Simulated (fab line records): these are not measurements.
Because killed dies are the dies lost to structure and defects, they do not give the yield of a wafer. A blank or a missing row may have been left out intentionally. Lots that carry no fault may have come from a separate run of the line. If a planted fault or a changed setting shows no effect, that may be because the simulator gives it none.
fab line records	flow n5_finfet
record: lots: 7	wafers: 21
route steps=1938 shown BEOL_M8@1370 BEOL_M9@1446 BEOL_M10@1473 BEOL_M11@1578
start_h: start of the lot's first displayed wafer, in hours after the record's first day	wait_h: hours elapsed since this lot's preceding step	" identical to the entry in the row above	L1.1+2: several wafers, shown together as one row	- no value present, or no start provided	* or withheld: withheld	< > ~ a bound
route shown NAME@n: names a module that has steps shown in the file, with the first one's number in the route	usual: mean and standard deviation over wafers with no fault	same: alike in all rows	chamber/n: place in a boat	sites: the reading at each site	_std_site: standard deviation of those values	_edge_site: mean of outer sites minus mean of inner sites	radius_mm: how far each site lies from the wafer's centre	mask NAME#n: copy n	behind: the most recent tool/chamber to have shaped the wafer	hold: the reason the lot was held/the length of the hold in hours/how it ended	device: the n, p or np transistor that did not switch	end of line: the route-end tests of the same wafers	for a step that has no rows: nothing shown but its recipe	killed: count of dies lost to structure and defects at first sort (not the wafer's yield)	map: a wafer's dies, marking killed ones x, the rest . and places with no die _
set.NAME: setting as actually run; set.NAME@STEP: the setting as run at that earlier step	model.NAME: the simulator's own value behind a step, which no gauge read
one table per step and one row per wafer, for lots whose settings were changed on purpose
== steps ==
step: N5_BEOL_M8_ETCH_65
recipe: chemistry: CF4	target: SiARC	target_depth_a: 156	mask_material: CAR-EUV	time_s: 26	ion_energy_ev: 80	pressure_mtorr: 40	source_w: 545	bias_w: 36	Ar_flow_sccm: 100	cf4_flow_sccm: 100	ends: cleared
usual: rf_vpp_V: 184.2/1.2
lot.wafer	tool	chamber	start_h	wait_h	set.source_w	rf_vpp_V
L075.2	rie_diel-01	3	218.31	0.0	592.8	177.9
L075.4	"	0	"	"	545	183.8
L075.5	"	0	"	"	592.8	178.8
L077.1	rie_diel-01	1	230.63	0.0	545	182.8
L077.3	"	2	"	"	545	184.5
L077.5	"	1	"	"	545	184.6
L080.2	rie_diel-01	1	250.16	0.0	545	182.8
L080.5	"	1	"	"	577.1	180.3
L080.6	"	2	"	"	577.1	179.5
L085.2	rie_diel-04	2	283.87	0.0	545	184.2
L085.3	"	0	"	"	545	185.8
L085.4	"	3	"	"	545	183.8
L095.3	rie_diel-04	1	350.24	0.0	545	184.0
L095.4	"	2	"	"	545	184.6
L095.6	"	1	"	"	545	183.8
L097.3	rie_diel-02	0	360.80	0.0	545	183.3
L097.4	"	2	"	"	545	186.1
L097.5	"	1	"	"	545	184.5
L096.1	rie_diel-04	2	361.05	0.0	545	183.9
L096.3	"	3	"	"	596	179.1
L096.4	"	0	"	"	596	180.0
step: N5_BEOL_M8_TRENCH_ETCH_37
recipe: chemistry: C4F6/O2	target_depth_a: 934.78	target: SiCOH_lowk	time_s: 31.2	ion_energy_ev: 250	pressure_mtorr: 30	source_w: 345	bias_w: 185	Ar_flow_sccm: 300	C4F6_flow_sccm: 10	O2_flow_sccm: 10
lot.wafer	tool	chamber	start_h	wait_h	set.time_s	model.etch.depth_nm	model.BEOL_M8.feature_depth_nm
L075.2	rie_diel-01	3	-	-	31.2	92.98	93
L075.4	"	0	"	"	31.2	93.99	94
L075.5	"	0	"	"	26.23	79.72	79.8
L077.1	rie_diel-01	1	-	-	31.2	92.15	92.2
L077.3	"	2	"	"	31.2	92.91	93
L077.5	"	1	"	"	31.2	93.52	93.6
L080.2	rie_diel-01	1	-	-	31.2	93.06	93
L080.5	"	1	"	"	31.2	93.39	93.4
L080.6	"	2	"	"	31.2	93.18	93.2
L085.2	rie_diel-04	2	-	-	31.2	94.69	94.6
L085.3	"	0	"	"	31.2	97.88	97.8
L085.4	"	3	"	"	31.2	93.38	93.4
L095.3	rie_diel-04	1	-	-	34.02	102.4	102.4
L095.4	"	2	"	"	34.02	104.7	104.6
L095.6	"	1	"	"	31.2	93.54	93.6
L097.3	rie_diel-02	0	-	-	31.2	93.24	93.2
L097.4	"	2	"	"	31.2	85.74	85.8
L097.5	"	1	"	"	34.36	102.1	102.2
L096.1	rie_diel-04	2	-	-	31.2	94.88	94.8
L096.3	"	3	"	"	34.1	105.5	105.4
L096.4	"	0	"	"	31.2	98.17	98.2
step: N5_BEOL_M8_ETCH_41
recipe: chemistry: CH3F/O2	target: SiCN	target_depth_a: 319	taper_deg: 2	time_s: 57.8	ion_energy_ev: 120	mask_material: TiN	pressure_mtorr: 30	source_w: 395	bias_w: 75	Ar_flow_sccm: 150	CH3F_flow_sccm: 30	O2_flow_sccm: 20
step: N5_BEOL_M8_STRIP_80
recipe: chemistry: N2/H2	time_s: 10	power_w: 450	temp_c: 40	pressure_mtorr: 20	rf_frequency_hz: 6e+07	bias_power_w: 7	n2_flow_sccm: 200	h2_flow_sccm: 200
step: N5_BEOL_M8_OCD_MEAS_38
usual: trench_depth_nm: 93.9/2.4
lot.wafer	tool	chamber	start_h	wait_h	set.time_s@BEOL_M8_TRENCH_ETCH_37	trench_depth_nm
L075.2	ocd-01	-	218.69	-	31.2	92.8
L075.4	"	-	"	"	31.2	93.8
L075.5	"	-	"	"	26.23	80.0
L077.1	ocd-02	-	231.01	-	31.2	92.4
L077.3	"	-	"	"	31.2	93.2
L077.5	"	-	"	"	31.2	93.8
L080.2	ocd-02	-	250.54	-	31.2	92.9
L080.5	"	-	"	"	31.2	93.1
L080.6	"	-	"	"	31.2	93.3
L085.2	ocd-01	-	284.25	-	31.2	94.5
L085.3	"	-	"	"	31.2	97.9
L085.4	"	-	"	"	31.2	93.7
L095.3	ocd-01	-	350.62	-	34.02	102.2
L095.4	"	-	"	"	34.02	104.7
L095.6	"	-	"	"	31.2	93.5
L097.3	ocd-01	-	361.18	-	31.2	93.4
L097.4	"	-	"	"	31.2	85.5
L097.5	"	-	"	"	34.36	102.2
L096.1	ocd-01	-	361.42	-	31.2	94.6
L096.3	"	-	"	"	34.1	105.6
L096.4	"	-	"	"	31.2	98.5
step: N5_BEOL_M8_HM_STRIP_39
recipe: chemistry: peroxide_tin_strip	material: TiN	target_depth_a: 250	temp_c: 50	time_s: 158
step: N5_BEOL_M8_SRD_40
recipe: time_s: 30	temp_c: 23	rinse_liquid: diw	dry: ipa_marangoni
step: N5_BEOL_M8_ECD_50
recipe: material: Cu	target_thk_a: 3000
step: N5_BEOL_M8_ANNEAL_51
recipe: temp_c: 225	time_s: 90	ambient: N2
step: N5_BEOL_M8_CMP_52
recipe: stop_on: SiCOH_lowk	t_overpolish_s: 6.9	down_force_psi: 1	platen_rpm: 50	clearing_platen_down_force_psi: 1.5	clearing_platen_rpm: 50	post_cmp_clean: cu_alkaline	target_thk_nm: 80	clearing_platen_pad_velocity_m_s: 0.99484	pad_velocity_m_s: 0.99484
lot.wafer	tool	chamber	start_h	wait_h	set.time_s@BEOL_M8_TRENCH_ETCH_37	model.Cu_of_BEOL_M8_ECD_50.thk_nm
L075.2	cmp-03	1	221.35	0.3	31.2	76
L075.4	"	2	"	"	31.2	81.6
L075.5	"	0	"	"	26.23	65.6
L077.1	cmp-01	0	234.50	0.3	31.2	81.2
L077.3	"	2	"	"	31.2	81.8
L077.5	"	3	"	"	31.2	78.8
L080.2	cmp-01	3	253.08	0.2	31.2	76.4
L080.5	"	3	"	"	31.2	77
L080.6	"	0	"	"	31.2	80.6
L085.2	cmp-01	2	286.61	0.2	31.2	82.2
L085.4	"	3	"	"	31.2	76.2
L085.3	"	1	"	"	31.2	83.6
L095.4	cmp-01	3	356.16	0.1	34.02	89.8
L095.3	"	2	"	"	34.02	91
L095.6	"	0	"	"	31.2	82.4
L097.3	cmp-01	3	365.46	0.2	31.2	78.8
L097.4	"	0	"	"	31.2	75.2
L097.5	"	3	"	"	34.36	86.8
L096.1	cmp-02	2	366.28	0.3	31.2	82.6
L096.4	"	0	"	"	31.2	84.2
L096.3	"	1	"	"	34.1	91.2
step: N5_BEOL_M8_THK_MEAS_53
recipe: thk_meas_gauge: xrf	reads: Cu_of_BEOL_M8_ECD_50
usual: M8_THK: 80.4/2.9
lot.wafer	tool	chamber	start_h	wait_h	set.time_s@BEOL_M8_TRENCH_ETCH_37	M8_THK[nm]
L075.2	film_metro-02	-	221.60	-	31.2	76.8
L075.4	"	-	"	"	31.2	82.5
L075.5	"	-	"	"	26.23	66.2
L077.1	film_metro-01	-	234.75	-	31.2	82.4
L077.3	"	-	"	"	31.2	83.3
L077.5	"	-	"	"	31.2	80.5
L080.2	film_metro-02	-	253.37	-	31.2	76.2
L080.5	"	-	"	"	31.2	76.3
L080.6	"	-	"	"	31.2	79.8
L085.2	film_metro-02	-	286.90	-	31.2	82.0
L085.3	"	-	"	"	31.2	83.5
L085.4	"	-	"	"	31.2	75.9
L095.3	film_metro-01	-	356.46	-	34.02	90.2
L095.4	"	-	"	"	34.02	89.3
L095.6	"	-	"	"	31.2	82.2
L097.3	film_metro-02	-	365.76	-	31.2	78.9
L097.4	"	-	"	"	31.2	75.4
L097.5	"	-	"	"	34.36	86.8
L096.1	film_metro-02	-	366.58	-	31.2	82.8
L096.3	"	-	"	"	34.1	91.3
L096.4	"	-	"	"	31.2	84.6
step: N5_BEOL_M8_PRE_CLEAN_55
recipe: gas: NH3	time_s: 15	temp_c: withheld	rf_power_w: 300
step: N5_BEOL_M8_DEP_56
recipe: material: SiCN	target_thk_a: 100	temp_c: withheld	precursor: 3MS/NH3	pressure_torr: 3	rf_w: 202	time_s: 17.5
step: N5_BEOL_M8_RS_MEAS_57
recipe: thk_meas_gauge: four-point-probe	reads: Cu_of_BEOL_M8_ECD_50+Co_of_BEOL_M8_CVD_78+TaN_of_BEOL_M8_ALD_77
usual: M8_RS: 0.284/0.012
lot.wafer	tool	chamber	start_h	wait_h	set.time_s@BEOL_M8_TRENCH_ETCH_37	M8_RS[ohm/sq]
L075.2	film_metro-02	-	221.73	0.1	31.2	0.303
L075.4	"	-	"	"	31.2	0.279
L075.5	"	-	"	"	26.23	0.362
L077.1	film_metro-02	-	234.89	0.1	31.2	0.282
L077.3	"	-	"	"	31.2	0.278
L077.5	"	-	"	"	31.2	0.290
L080.2	film_metro-02	-	253.50	0.1	31.2	0.302
L080.5	"	-	"	"	31.2	0.299
L080.6	"	-	"	"	31.2	0.284
L085.2	film_metro-02	-	287.04	0.1	31.2	0.277
L085.3	"	-	"	"	31.2	0.271
L085.4	"	-	"	"	31.2	0.303
L095.3	film_metro-02	-	356.59	0.1	34.02	0.246
L095.4	"	-	"	"	34.02	0.250
L095.6	"	-	"	"	31.2	0.276
L097.3	film_metro-02	-	365.89	0.1	31.2	0.290
L097.4	"	-	"	"	31.2	0.307
L097.5	"	-	"	"	34.36	0.259
L096.1	film_metro-01	-	366.71	0.1	31.2	0.275
L096.3	"	-	"	"	34.1	0.245
L096.4	"	-	"	"	31.2	0.268
step: N5_BEOL_M9_TRENCH_ETCH_37
recipe: chemistry: C4F6/O2	target_depth_a: 1514.3	target: SiCOH_lowk	time_s: 49	ion_energy_ev: 250	pressure_mtorr: 30	source_w: 345	bias_w: 185	Ar_flow_sccm: 300	C4F6_flow_sccm: 10	O2_flow_sccm: 10
lot.wafer	tool	chamber	start_h	wait_h	set.time_s	model.etch.depth_nm	model.BEOL_M9.feature_depth_nm	model.TiN_of_BEOL_M9_HM_DEP_02.thk_nm
L075.2	rie_diel-06	0	-	-	39.5	121.9	122	17.2
L075.4	"	2	"	"	49	156.2	156.2	15.6
L075.5	"	1	"	"	49	152.8	152.8	15.8
L077.1	rie_diel-06	0	-	-	49	150.9	151	15.8
L077.3	"	3	"	"	52.12	167.6	167.6	15
L077.5	"	3	"	"	49	159.4	159.4	15.4
L080.2	rie_diel-03	0	-	-	49	148	148	15.4
L080.5	"	2	"	"	49	151.9	151.8	15.6
L080.6	"	3	"	"	49	148.1	148	15.8
L085.2	rie_diel-03	2	-	-	49	151.4	151.4	16
L085.3	"	1	"	"	49	151.3	151.2	15.8
L085.4	"	3	"	"	49	149.1	149.2	16
L095.3	rie_diel-05	1	-	-	49	151.8	151.8	16
L095.4	"	2	"	"	56.71	167.1	167.2	15.4
L095.6	"	2	"	"	56.71	166.7	166.8	15.6
L097.3	rie_diel-03	3	-	-	49	146.4	146.4	15.6
L097.4	"	1	"	"	40.71	123.1	123	17.2
L097.5	"	0	"	"	49	146.6	146.6	15.8
L096.1	rie_diel-05	1	-	-	38.93	120.7	120.8	16.8
L096.3	"	0	"	"	38.93	122.4	122.4	17
L096.4	"	3	"	"	49	146.5	146.4	15.8
step: N5_BEOL_M9_ETCH_41
recipe: chemistry: CH3F/O2	target: SiCN	target_depth_a: 366	taper_deg: 2	time_s: 70.1	ion_energy_ev: 120	mask_material: TiN	pressure_mtorr: 30	source_w: 395	bias_w: 75	Ar_flow_sccm: 150	CH3F_flow_sccm: 30	O2_flow_sccm: 20
step: N5_BEOL_M9_STRIP_80
recipe: chemistry: N2/H2	time_s: 10	power_w: 450	temp_c: 40	pressure_mtorr: 20	rf_frequency_hz: 6e+07	bias_power_w: 7	n2_flow_sccm: 200	h2_flow_sccm: 200
step: N5_BEOL_M9_OCD_MEAS_38
usual: trench_depth_nm: 150/3.6
lot.wafer	tool	chamber	start_h	wait_h	set.time_s@BEOL_M9_TRENCH_ETCH_37	trench_depth_nm
L075.2	ocd-02	-	227.04	-	39.5	122
L075.4	"	-	"	"	49	156
L075.5	"	-	"	"	49	153
L077.1	ocd-01	-	239.50	-	49	151
L077.3	"	-	"	"	52.12	168
L077.5	"	-	"	"	49	159
L080.2	ocd-02	-	261.17	-	49	148
L080.5	"	-	"	"	49	152
L080.6	"	-	"	"	49	148
L085.2	ocd-01	-	293.20	-	49	151
L085.3	"	-	"	"	49	151
L085.4	"	-	"	"	49	149
L095.3	ocd-02	-	361.43	-	49	152
L095.4	"	-	"	"	56.71	167
L095.6	"	-	"	"	56.71	166
L097.3	ocd-02	-	368.46	-	49	146
L097.4	"	-	"	"	40.71	123
L097.5	"	-	"	"	49	147
L096.1	ocd-02	-	374.19	-	38.93	120
L096.3	"	-	"	"	38.93	122
L096.4	"	-	"	"	49	147
step: N5_BEOL_M9_SPUTTER_48
recipe: material: Cu	target_thk_a: 120	temp_c: -20	bias_v: 60	power_w: 26000	chamber_pressure_pa: 0.13	time_s: 2
lot.wafer	tool	chamber	start_h	wait_h	set.power_w
L075.2+4+5	pvd_sputter-03	-	228.32	0.1	26000
L077.1+3+5	pvd_sputter-01	-	241.29	0.6	26000
L080.2+5	pvd_sputter-01	-	262.44	0.1	24020
L080.6	"	-	"	"	26000
L085.2+3+4	pvd_sputter-03	-	294.49	0.1	26000
L095.3+6	pvd_sputter-01	-	363.22	0.3	26000
L095.4	"	-	"	"	28710
L097.3+4+5	pvd_sputter-03	-	369.87	0.1	26000
L096.1	pvd_sputter-03	-	375.69	0.1	26000
L096.3+4	"	-	"	"	30050
step: N5_BEOL_M9_ECD_50
recipe: material: Cu	target_thk_a: 3180
step: N5_BEOL_M9_ANNEAL_51
recipe: temp_c: 225	time_s: 90	ambient: N2
step: N5_BEOL_M9_CMP_52
recipe: stop_on: SiCOH_lowk	t_overpolish_s: 7	down_force_psi: 1	platen_rpm: 50	clearing_platen_down_force_psi: 1.5	clearing_platen_rpm: 50	post_cmp_clean: cu_alkaline	target_thk_nm: 140	clearing_platen_pad_velocity_m_s: 0.99484	pad_velocity_m_s: 0.99484
lot.wafer	tool	chamber	start_h	wait_h	set.time_s@BEOL_M9_TRENCH_ETCH_37	model.Cu_of_BEOL_M9_ECD_50.thk_nm
L075.2	cmp-03	2	228.84	0.2	39.5	110.6
L075.4	"	0	"	"	49	144.2
L075.5	"	3	"	"	49	142.2
L077.1	cmp-04	0	241.82	0.3	49	139.6
L077.3	"	1	"	"	52.12	154.8
L077.5	"	0	"	"	49	148.4
L080.2+5	cmp-03	0,2	263.48	0.3	49	-
L080.6	"	3	"	"	49	138
L085.3	cmp-01	3	295.02	0.2	49	136.6
L085.4	"	0	"	"	49	138.6
L085.2	"	2	"	"	49	139.8
L095.3	cmp-01	0	366.04	0.2	49	142.8
L095.4	"	2	"	"	56.71	-
L095.6	"	0	"	"	56.71	158
L097.4	cmp-01	2	375.32	0.2	40.71	112.8
L097.3	"	3	"	"	49	132
L097.5	"	1	"	"	49	134.4
L096.4	cmp-03	1	379.00	0.2	49	-
L096.3	"	2	"	"	38.93	-
L096.1	"	3	"	"	38.93	112.6
step: N5_BEOL_M9_PRE_CLEAN_55
recipe: gas: NH3	time_s: 15	temp_c: withheld	rf_power_w: 300
step: N5_BEOL_M9_DEP_56
recipe: material: SiCN	target_thk_a: 150	temp_c: withheld	precursor: 3MS/NH3	pressure_torr: 3	rf_w: 202	time_s: 26.5
step: N5_BEOL_M9_RS_MEAS_57
recipe: thk_meas_gauge: four-point-probe	reads: Cu_of_BEOL_M9_ECD_50+Co_of_BEOL_M9_CVD_78+TaN_of_BEOL_M9_ALD_74
usual: M9_RS: 0.152/0.0045
lot.wafer	tool	chamber	start_h	wait_h	set.time_s@BEOL_M9_TRENCH_ETCH_37	M9_RS[ohm/sq]
L075.2	film_metro-02	-	229.31	0.1	39.5	0.196
L075.4	"	-	"	"	49	0.146
L075.5	"	-	"	"	49	0.148
L077.1	film_metro-01	-	242.28	0.1	49	0.151
L077.3	"	-	"	"	52.12	0.135
L077.5	"	-	"	"	49	0.141
L080.2	film_metro-01	-	263.83	0.1	49	0.154
L080.5	"	-	"	"	49	0.149
L080.6	"	-	"	"	49	0.153
L085.2	film_metro-02	-	295.45	0.1	49	0.151
L085.3	"	-	"	"	49	0.155
L085.4	"	-	"	"	49	0.152
L095.3	film_metro-02	-	366.43	0.1	49	0.147
L095.4	"	-	"	"	56.71	0.132
L095.6	"	-	"	"	56.71	0.132
L097.3	film_metro-01	-	375.67	0.1	49	0.161
L097.4	"	-	"	"	40.71	0.192
L097.5	"	-	"	"	49	0.158
L096.1	film_metro-01	-	379.42	0.1	38.93	0.192
L096.3	"	-	"	"	38.93	0.190
L096.4	"	-	"	"	49	0.158
step: N5_BEOL_M10_PECVD_70
recipe: material: SiO2	target_thk_a: 200	temp_c: 400	precursor: TEOS/O2	pressure_torr: 5.5	rf_w: 450	teos_flow_sccm: 53.8	gas: O2	flow_sccm: 3000	time_s: 22.7
lot.wafer	tool	chamber	start_h	wait_h	set.time_s	model.SiO2_of_BEOL_M10_PECVD_70.thk_nm
L075.2	pecvd-03	1	230.00	0.0	22.7	19.8
L075.4+5	"	0,2	"	"	22.7	20.4
L077.1	pecvd-01	0	242.97	0.0	22.7	19.4
L077.3	"	1	"	"	22.7	20.4
L077.5	"	0	"	"	21.44	18.6
L080.2	pecvd-04	0	264.52	0.0	22.7	19.8
L080.5	"	2	"	"	20.17	17.8
L080.6	"	0	"	"	22.7	20.2
L085.2	pecvd-03	2	296.14	0.0	22.7	20
L085.3	"	1	"	"	22.7	19.8
L085.4	"	0	"	"	22.7	20.4
L095.3	pecvd-04	0	367.60	0.0	25.12	21.8
L095.4	"	0	"	"	22.7	20
L095.6	"	2	"	"	25.12	22.2
L097.3	pecvd-01	0	376.36	0.0	22.7	19.6
L097.4	"	2	"	"	22.7	20.6
L097.5	"	0	"	"	22.7	20
L096.1	pecvd-04	0	380.62	0.0	22.7	20
L096.3	"	0	"	"	22.7	20.4
L096.4	"	2	"	"	22.7	20.2
step: N5_BEOL_M11_TRENCH_ETCH_37
recipe: chemistry: C4F6/O2	target_depth_a: 1488.3	target: SiCOH_lowk	time_s: 48	ion_energy_ev: 250	pressure_mtorr: 30	source_w: 345	bias_w: 185	Ar_flow_sccm: 300	C4F6_flow_sccm: 10	O2_flow_sccm: 10
lot.wafer	tool	chamber	start_h	wait_h	set.time_s	model.BEOL_M11.feature_depth_nm	model.etch.depth_nm
L075.2	rie_diel-05	1	-	-	48	149.6	149.6
L075.4	"	2	"	"	56.46	164.6	164.7
L075.5	"	3	"	"	48	144.2	144.2
L077.1	rie_diel-05	2	-	-	48	142.8	142.8
L077.3	"	0	"	"	48	152.4	152.3
L077.5	"	1	"	"	48	149.2	149.1
L080.2	rie_diel-05	3	-	-	39.97	119.8	119.9
L080.5	"	1	"	"	39.97	124.2	124.2
L080.6	"	2	"	"	48	142.8	142.8
L085.2	rie_diel-06	3	-	-	48	152.2	152.2
L085.3	"	0	"	"	48	145.2	145.3
L085.4	"	2	"	"	48	150.8	150.7
L095.3	rie_diel-06	2	-	-	41.92	130.8	130.8
L095.4	"	0	"	"	48	141.8	141.8
L095.6	"	3	"	"	48	150.6	150.6
L097.3	rie_diel-06	3	-	-	48	151.2	151.2
L097.4	"	1	"	"	44.74	139.2	139.3
L097.5	"	0	"	"	44.74	134.4	134.3
L096.1	rie_diel-05	0	-	-	48	150.8	150.7
L096.3	"	3	"	"	48	143.4	143.5
L096.4	"	3	"	"	48	144.2	144.2
== key ==
split: step: N5_BEOL_M8_ETCH_65	setting: source_w	stated: 545	by: wafer
response: step: N5_BEOL_M8_ETCH_65	reading: rf_vpp_V	change: -0.526	per: 1%	r: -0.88
split: step: N5_BEOL_M8_TRENCH_ETCH_37	setting: time_s	stated: 31.2	by: wafer
response: step: N5_BEOL_M8_TRENCH_ETCH_37	reading: model.etch.depth_nm	change: +0.994	per: 1%	r: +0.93
response: step: N5_BEOL_M8_TRENCH_ETCH_37	reading: model.BEOL_M8.feature_depth_nm	change: +0.99	per: 1%	r: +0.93
response: step: N5_BEOL_M8_OCD_MEAS_38	reading: trench_depth_nm	change: +0.981	per: 1%	r: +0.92
response: step: N5_BEOL_M8_CMP_52	reading: model.Cu_of_BEOL_M8_ECD_50.thk_nm	change: +0.866	per: 1%	r: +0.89
response: step: N5_BEOL_M8_THK_MEAS_53	reading: M8_THK	change: +0.858	per: 1%	r: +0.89
response: step: N5_BEOL_M8_RS_MEAS_57	reading: M8_RS	change: -0.00385	per: 1%	r: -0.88
split: step: N5_BEOL_M9_TRENCH_ETCH_37	setting: time_s	stated: 49	by: wafer
response: step: N5_BEOL_M9_TRENCH_ETCH_37	reading: model.etch.depth_nm	change: +1.35	per: 1%	r: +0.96
response: step: N5_BEOL_M9_TRENCH_ETCH_37	reading: model.BEOL_M9.feature_depth_nm	change: +1.35	per: 1%	r: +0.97
response: step: N5_BEOL_M9_TRENCH_ETCH_37	reading: model.TiN_of_BEOL_M9_HM_DEP_02.thk_nm	change: -0.0647	per: 1%	r: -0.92
response: step: N5_BEOL_M9_OCD_MEAS_38	reading: trench_depth_nm	change: +1.35	per: 1%	r: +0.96
response: step: N5_BEOL_M9_CMP_52	reading: model.Cu_of_BEOL_M9_ECD_50.thk_nm	change: +1.38	per: 1%	r: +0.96
response: step: N5_BEOL_M9_RS_MEAS_57	reading: M9_RS	change: -0.00181	per: 1%	r: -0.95
split: step: N5_BEOL_M9_SPUTTER_48	setting: power_w	stated: 26000	by: wafer
response none clear
split: step: N5_BEOL_M10_PECVD_70	setting: time_s	stated: 22.7	by: wafer
response: step: N5_BEOL_M10_PECVD_70	reading: model.SiO2_of_BEOL_M10_PECVD_70.thk_nm	change: +0.197	per: 1%	r: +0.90
split: step: N5_BEOL_M11_TRENCH_ETCH_37	setting: time_s	stated: 48	by: wafer
response: step: N5_BEOL_M11_TRENCH_ETCH_37	reading: model.BEOL_M11.feature_depth_nm	change: +1.2	per: 1%	r: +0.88
response: step: N5_BEOL_M11_TRENCH_ETCH_37	reading: model.etch.depth_nm	change: +1.2	per: 1%	r: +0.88
